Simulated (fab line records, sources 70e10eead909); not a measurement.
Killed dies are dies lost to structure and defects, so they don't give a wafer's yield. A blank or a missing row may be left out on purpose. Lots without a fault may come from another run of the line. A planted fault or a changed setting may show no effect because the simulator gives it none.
Chamber matching | flow nand_harc | NHARC_A_STAIRCASE_DEP_471 on pecvd-01: 3 sister chambers
The step deposits SiO2, target thk 100 nm. 16 wafers are shown with their chamber, then 8 later ones without.

WAFERS WITH THEIR CHAMBER
wafer  | chamber | throttle_valve_pct (%) | heater_power_outer_w (W) | heater_power_w (W)
L077.4 | 2       | 15.2                   | 337                      | 663
L077.5 | 0       | 14.8                   | 278                      | 533
L077.6 | 1       | 16.0                   | 309                      | 599
L079.3 | 2       | 15.2                   | 264                      | 554
L079.4 | 2       | 15.2                   | 264                      | 563
L079.5 | 1       | 16.4                   | 356                      | 665
L078.2 | 1       | 16.0                   | 383                      | 701
L078.4 | 2       | 15.1                   | 303                      | 607
L078.6 | 0       | 14.8                   | 308                      | 566
L083.3 | 0       | 14.8                   | 359                      | 632
L083.4 | 1       | 16.3                   | 367                      | 678
L083.5 | 0       | 14.7                   | 359                      | 624
L087.2 | 1       | 16.4                   | 338                      | 636
L087.5 | 0       | 14.8                   | 330                      | 622
L087.6 | 1       | 16.1                   | 345                      | 646
L092.3 | 0       | 15.0                   | 322                      | 599

SIGNATURES (means of the wafers above)
reading              | chamber 0 | chamber 1 | chamber 2 | scatter within a chamber
throttle_valve_pct   | 14.817    | 16.200    | 15.175    | 0.135
heater_power_outer_w | 326.00    | 349.67    | 292.00    | 30.1
heater_power_w       | 596.00    | 654.17    | 596.75    | 40.6
Rule: a wafer's distance from a chamber is the root of the sum, over the readings, of the square of ((its reading less the chamber's mean) divided by the reading's scatter). The wafer belongs to the nearest chamber; if the next one is less than 2 further off, it can't be placed. The scatter: the root of (the sum of the squares of (reading less its chamber's mean) over the shown wafers, divided by (wafers less chambers)).

WAFERS WITHOUT THEIR CHAMBER
wafer  | throttle_valve_pct (%) | heater_power_outer_w (W) | heater_power_w (W)
L092.4 | 15.1                   | 285                      | 586
L092.6 | 15.1                   | 332                      | 596
L095.3 | 16.1                   | 298                      | 565
L095.4 | 14.5                   | 296                      | 558
L095.6 | 16.0                   | 305                      | 559
L097.3 | 14.2                   | 346                      | 635
L097.5 | 16.1                   | 251                      | 512
L097.6 | 15.0                   | 255                      | 566

WHICH CHAMBER EACH WENT THROUGH
wafer  | from the rows above     | in truth
L092.4 | can't be placed: 2 or 0 | 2
L092.6 | can't be placed: 2 or 0 | 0
L095.3 | 1                       | 1
L095.4 | 0                       | 0
L095.6 | 1                       | 1
L097.3 | 0                       | 0
L097.5 | 1                       | 1
L097.6 | can't be placed: 2 or 0 | 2
Placed correctly: 5 of 8. Can't be placed from these rows: 3 (the true chamber is among the candidates in 3). Placed wrongly: 0.
